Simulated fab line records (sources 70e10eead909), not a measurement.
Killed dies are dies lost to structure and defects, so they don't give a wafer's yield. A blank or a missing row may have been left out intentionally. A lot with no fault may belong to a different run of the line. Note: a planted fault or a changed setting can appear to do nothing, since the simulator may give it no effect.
fab line records ; flow nandHarc ; part 2 of 2: steps 5 to 6 of 6
record lots=21; wafers=63; lastDay=34
route steps=1302 shown A_CHANNEL_FILL_D2@629 A_STAIRCASE@639
lots that met no fault: taken from a fault-free run of the same line
startH: hours from the record's opening day to when the first of the lot's shown wafers began ; waitH: hours elapsed since this lot's preceding step ; " identical to the entry in the row above ; L1.1+2: a row that stands for several wafers ; - no value, or no start was given ; * or withheld: withheld ; < > ~ a bound
route shown NAME@n: names a module that has steps shown in the file, with the first one's number in the route ; usual: average and standard deviation across the fault-free wafers ; same: alike in all rows ; chamber/n: place in a boat ; sites: per-site readings ; _std_site: the values' standard deviation ; _edge_site: inner sites' mean taken away from outer sites' mean ; radiusMm: how far each site lies from the wafer's centre ; mask NAME#n: copy n ; behind: the last tool/chamber to shape the wafer ; hold: what put the lot on hold/how long, in hours/how the hold closed ; device: which transistor (n, p or np) failed to switch ; end of line: the tests these same wafers got at the end of their route ; for a step that has no rows: nothing shown but its recipe ; killed: not the wafer's yield, but the dies lost to structure and defects at the first sort ; map: shows each die of a wafer: x if killed, . if not, _ if none is there
set.NAME: the run value of the setting; set.NAME@STEP: its run value at that earlier step ; model.NAME: the simulator's own value behind a step, which no gauge read
a sample of lots followed through the steps of the route, with each step as a table and each wafer as a row
services: a tool's chamber out of use, with start hour (startH, from the record's first day; less than 0 if before it), hours out, and reason
## steps
# step NHARC_A_STAIRCASE_TRIM_12
# recipe timeS=211.2; o2FlowSccm=500; arFlowSccm=0; biasW=0; chemistry=O2
# usual chamberPressureMTorr=59.99/0.06; drypumpMotorCurrentA=5.7/0.4; oesProductAu=1.001/0.013; rfVppV=57.7/0.9; showerheadPlenumPTorr=3.48/0.16; throttleValvePct=17.037/0.0093
lot.wafer;tool;chamber;startH;waitH;chamberPressureMTorr;drypumpMotorCurrentA;oesProductAu;rfHoursCounterH;rfVppV;showerheadPlenumPTorr;throttleValvePct
L075.6;rieDiel-07;3;356.86;0.1;59.95;5.5;0.987;-;58.3;3.40;17.030
L075.4;rieDiel-07;0;356.86;0.1;60.06;6.0;0.973;-;57.5;3.32;17.039
L075.5;rieDiel-07;2;356.86;0.1;59.89;6.2;0.985;-;59.1;3.80;17.038
L074.1;rieDiel-10;1;357.18;0.1;59.97;5.3;0.994;37;58.3;3.58;17.036
L074.2;rieDiel-10;3;357.18;0.1;60.04;5.5;1.004;31;59.1;3.37;17.037
L074.4;rieDiel-10;0;357.18;0.1;59.98;5.5;1.008;36;57.2;3.41;17.049
L076.3;rieDiel-07;3;370.67;0.1;59.95;5.5;0.985;18;56.2;3.39;17.039
L076.4;rieDiel-07;2;370.67;0.1;59.98;6.2;0.992;17;58.5;3.80;17.034
L076.5;rieDiel-07;3;370.67;0.1;59.94;5.5;0.992;-;57.1;3.39;17.042
L077.1;rieDiel-07;3;391.79;0.1;59.96;5.4;0.993;26;57.4;3.39;17.040
L077.3;rieDiel-07;0;391.79;0.1;60.16;6.0;0.982;24;57.1;3.32;17.053
L077.5;rieDiel-07;3;391.79;0.1;60.01;5.4;0.989;-;58.6;3.39;17.040
L079.4;rieDiel-10;2;403.35;0.1;60.06;5.6;0.999;46;57.1;3.33;17.054
L079.2;rieDiel-10;0;403.35;0.1;59.94;5.5;1.010;52;57.9;3.40;17.037
L079.6;rieDiel-10;3;403.35;0.1;59.97;5.5;0.989;-;58.5;3.37;17.038
L078.3;rieDiel-07;0;403.54;0.1;60.09;6.0;0.988;27;56.8;3.32;17.049
L078.5;rieDiel-07;3;403.54;0.1;60.01;5.5;0.992;-;58.2;3.39;17.028
L078.6;rieDiel-07;0;403.54;0.1;60.07;6.0;0.985;-;55.8;3.32;17.030
L080.4;rieDiel-07;2;429.72;0.1;60.03;6.1;0.980;37;59.0;3.79;17.042
L080.6;rieDiel-07;3;429.72;0.1;59.96;5.5;0.976;-;58.1;3.38;17.033
L080.5;rieDiel-07;0;429.72;0.1;60.01;6.0;0.978;-;58.5;3.31;17.030
L082.3;rieDiel-08;2;430.10;0.1;60.03;6.5;0.994;14;59.9;3.66;17.035
L082.1;rieDiel-08;1;430.10;0.1;59.93;6.6;1.024;13;56.5;3.46;17.045
L082.5;rieDiel-08;3;430.10;0.1;59.86;5.7;1.002;-;57.3;3.40;17.047
L081.2;rieDiel-10;0;430.41;0.1;60.00;5.5;1.013;0;57.8;3.39;17.027
L081.1;rieDiel-10;1;430.41;0.1;60.03;5.3;0.995;0;57.7;3.56;17.032
L081.4;rieDiel-10;0;430.41;0.1;59.96;5.5;1.014;-;56.9;3.39;17.066
L083.4;rieDiel-10;2;450.70;0.1;59.99;5.6;1.020;6;57.5;3.32;17.036
L083.3;rieDiel-10;3;450.70;0.1;59.97;5.5;1.006;5;56.6;3.36;17.040
L083.5;rieDiel-10;2;450.70;0.1;59.93;5.6;1.003;-;59.0;3.32;17.042
L084.2;rieDiel-08;2;469.70;0.1;59.97;6.5;1.017;27;59.3;3.66;17.044
L084.4;rieDiel-08;1;469.70;0.1;60.16;6.6;1.017;22;57.7;3.46;17.032
L084.6;rieDiel-08;3;469.70;0.1;60.04;5.7;1.001;-;57.4;3.39;17.038
L086.2;rieDiel-10;0;473.51;0.1;59.95;5.5;1.017;15;56.0;3.39;17.041
L086.1;rieDiel-10;2;473.51;0.1;60.02;5.5;1.018;15;57.9;3.32;17.038
L086.6;rieDiel-10;0;473.51;0.1;59.97;5.5;1.022;-;58.2;3.39;17.042
L085.3;rieDiel-10;0;475.37;0.1;60.00;5.5;1.012;16;58.2;3.39;17.041
L085.5;rieDiel-10;3;475.37;0.1;60.07;5.5;1.002;-;59.7;3.35;17.032
L085.6;rieDiel-10;0;475.37;0.1;60.08;5.5;1.008;-;57.4;3.39;17.038
L087.2;rieDiel-07;1;484.34;0.1;60.04;5.3;1.003;0;56.9;3.62;17.025
L087.4;rieDiel-07;2;484.34;0.1;59.94;6.2;1.011;0;58.3;3.78;17.052
L087.1;rieDiel-07;3;484.34;0.1;59.92;5.4;0.992;0;56.9;3.37;17.028
L088.2;rieDiel-08;2;503.88;0.1;59.96;6.5;1.010;36;57.7;3.65;17.035
L088.6;rieDiel-08;1;503.88;0.1;60.04;6.6;1.019;-;58.1;3.45;17.038
L088.5;rieDiel-08;2;503.88;0.1;60.08;6.5;1.017;-;56.5;3.65;17.026
L089.4;rieDiel-07;2;504.25;0.1;59.93;6.2;1.010;6;58.0;3.77;17.045
L089.2;rieDiel-07;3;504.25;0.1;60.04;5.5;0.994;5;57.6;3.37;17.033
L089.1;rieDiel-07;0;504.25;0.1;59.90;6.0;1.007;5;57.0;3.30;17.027
L091.4;rieDiel-10;3;513.73;2.9;59.96;5.5;1.005;25;57.3;3.35;17.021
L091.1;rieDiel-10;0;513.73;2.9;60.01;5.5;1.013;29;56.9;3.38;17.032
L091.2;rieDiel-10;2;513.73;2.9;59.93;5.6;1.024;29;56.2;3.31;17.042
L094.3;rieDiel-10;2;550.81;0.1;60.04;5.6;1.024;37;58.1;3.30;17.030
L094.6;rieDiel-10;3;550.81;0.1;59.91;5.5;1.008;-;57.2;3.34;17.032
L094.5;rieDiel-10;0;550.81;0.1;59.99;5.5;1.020;-;57.1;3.38;17.046
L095.1;rieDiel-10;2;581.03;0.1;60.07;5.5;1.017;56;58.9;3.29;17.020
L095.2;rieDiel-10;1;581.03;0.1;59.95;5.3;1.002;57;57.9;3.53;17.032
L095.6;rieDiel-10;3;581.03;0.1;59.95;5.5;1.004;-;58.0;3.34;17.043
L096.1;rieDiel-07;3;584.02;0.1;60.11;5.5;0.992;30;57.4;3.36;17.030
L096.2;rieDiel-07;1;584.02;0.1;60.00;5.3;0.999;31;57.5;3.60;17.030
L096.6;rieDiel-07;0;584.02;0.1;60.02;5.9;1.018;-;57.5;3.29;17.060
L097.3;rieDiel-08;3;590.66;0.1;60.01;5.7;0.993;7;57.9;3.37;17.042
L097.4;rieDiel-08;0;590.66;0.1;60.13;5.9;0.999;14;58.3;3.71;17.037
L097.5;rieDiel-08;2;590.66;0.1;59.95;6.5;0.989;-;59.6;3.64;17.031
# step NHARC_A_STAIRCASE_ETCH_13
# recipe targetDepthA=1000; timeS=40.5; ionEnergyEv=400; c4f8FlowSccm=20; o2FlowSccm=10; arFlowSccm=withheld; rfW=600; biasW=1000; chemistry=C4F8/O2
# usual chamberPressureMTorr=25.000/0.023; oesProductAu=0.942/0.015; rfVppV=894/6.1
lot.wafer;tool;chamber;startH;waitH;chamberPressureMTorr;oesProductAu;rfHoursCounterH;rfVppV
L075.5;rieDiel-07;2;-;-;24.991;0.933;-;906
L075.4;rieDiel-07;3;-;-;24.961;0.942;-;889
L075.6;rieDiel-07;0;-;-;25.004;0.923;-;888
L074.4;rieDiel-10;2;-;-;24.985;0.936;29;889
L074.1;rieDiel-10;3;-;-;24.998;0.950;31;892
L074.2;rieDiel-10;1;-;-;24.986;0.951;37;897
L076.4;rieDiel-07;2;-;-;25.060;0.933;17;907
L076.3;rieDiel-07;1;-;-;25.015;0.947;13;901
L076.5;rieDiel-07;2;-;-;24.994;0.931;-;906
L077.3;rieDiel-07;0;-;-;24.981;0.948;24;888
L077.1;rieDiel-07;1;-;-;25.024;0.956;18;900
L077.5;rieDiel-07;3;-;-;25.000;0.926;-;892
L079.2;rieDiel-10;0;-;-;24.995;0.960;52;891
L079.4;rieDiel-10;3;-;-;25.017;0.946;47;890
L079.6;rieDiel-10;0;-;-;24.990;0.958;-;890
L078.3;rieDiel-07;0;-;-;25.034;0.905;28;889
L078.5;rieDiel-07;2;-;-;25.006;0.915;-;905
L078.6;rieDiel-07;3;-;-;24.951;0.923;-;890
L080.4;rieDiel-07;1;-;-;25.023;0.973;29;900
L080.5;rieDiel-07;0;-;-;25.033;0.946;-;888
L080.6;rieDiel-07;1;-;-;24.978;0.960;-;901
L082.1;rieDiel-08;2;-;-;24.997;0.925;14;902
L082.3;rieDiel-08;3;-;-;25.027;0.930;13;892
L082.5;rieDiel-08;2;-;-;24.990;0.922;-;900
L081.2;rieDiel-10;2;-;-;25.028;0.955;0;888
L081.1;rieDiel-10;1;-;-;25.013;0.931;0;898
L081.4;rieDiel-10;1;-;-;25.017;0.932;-;898
L083.4;rieDiel-10;3;-;-;24.967;0.941;5;889
L083.3;rieDiel-10;0;-;-;24.999;0.971;9;892
L083.5;rieDiel-10;3;-;-;25.034;0.948;-;890
L084.4;rieDiel-08;1;-;-;24.990;0.986;22;893
L084.2;rieDiel-08;2;-;-;25.013;0.955;27;900
L084.6;rieDiel-08;0;-;-;24.998;0.970;-;903
L086.1;rieDiel-10;0;-;-;25.013;0.952;15;891
L086.2;rieDiel-10;1;-;-;25.007;0.939;14;898
L086.6;rieDiel-10;0;-;-;24.980;0.949;-;891
L085.3;rieDiel-10;1;-;-;25.040;0.927;15;897
L085.6;rieDiel-10;2;-;-;24.989;0.939;-;889
L085.5;rieDiel-10;3;-;-;25.005;0.942;-;890
L087.1;rieDiel-07;3;-;-;25.005;0.931;0;890
L087.4;rieDiel-07;0;-;-;25.000;0.931;1;888
L087.2;rieDiel-07;1;-;-;25.007;0.935;1;901
L088.2;rieDiel-08;2;-;-;24.998;0.940;36;899
L088.5;rieDiel-08;0;-;-;24.973;0.921;-;904
L088.6;rieDiel-08;1;-;-;24.986;0.935;-;894
L089.2;rieDiel-07;1;-;-;24.994;0.934;6;901
L089.4;rieDiel-07;2;-;-;25.044;0.941;6;905
L089.1;rieDiel-07;0;-;-;24.987;0.959;5;886
L091.2;rieDiel-10;3;-;-;24.983;0.934;26;889
L091.1;rieDiel-10;0;-;-;25.004;0.951;29;890
L091.4;rieDiel-10;1;-;-;25.028;0.947;29;898
L094.3;rieDiel-10;1;-;-;25.009;0.938;37;897
L094.6;rieDiel-10;3;-;-;25.015;0.938;-;891
L094.5;rieDiel-10;0;-;-;25.020;0.939;-;891
L095.1;rieDiel-10;3;-;-;25.001;0.934;47;888
L095.2;rieDiel-10;0;-;-;24.960;0.937;55;890
L095.6;rieDiel-10;2;-;-;25.033;0.947;-;887
L096.2;rieDiel-07;3;-;-;24.987;0.936;30;890
L096.1;rieDiel-07;1;-;-;24.998;0.929;31;899
L096.6;rieDiel-07;2;-;-;25.042;0.947;-;903
L097.4;rieDiel-08;0;-;-;24.974;0.929;14;903
L097.3;rieDiel-08;1;-;-;24.975;0.938;13;892
L097.5;rieDiel-08;3;-;-;25.022;0.929;-;890
## services
tool;chamber;startH;hours;kind
rieDiel-07;3;326.27;4.9;repair
rieDiel-05;1;336.31;4.2;repair
rieDiel-10;2;339.80;16.6;repair
rieDiel-07;1;342.47;4.8;repair
rieDiel-07;1;355.11;4.6;repair
rieDiel-02;3;367.00;4.6;repair
rieDiel-08;-;369.81;9.0;pm
rieDiel-05;2;371.61;6.5;repair
rtpAnneal-01;-;372.00;12.0;pm
rieDiel-10;1;394.34;6.8;repair
rieDiel-05;-;406.60;9.0;pm
rieDiel-10;3;419.27;15.5;repair
rieDiel-10;-;420.36;9.0;pm
rieDiel-10;1;436.12;3.5;repair
pecvd-04;-;450.00;13.0;pm
rieDiel-05;1;465.23;14.9;repair
rieDiel-07;-;473.60;9.0;pm
rieDiel-08;-;546.81;9.0;pm
rieDiel-08;1;569.81;4.9;repair
rieDiel-08;2;575.61;5.2;repair
rieDiel-08;3;575.88;4.1;repair
pecvd-04;2;577.50;6.2;repair
rieDiel-05;0;579.31;5.1;repair
rieDiel-05;-;583.66;9.0;pm
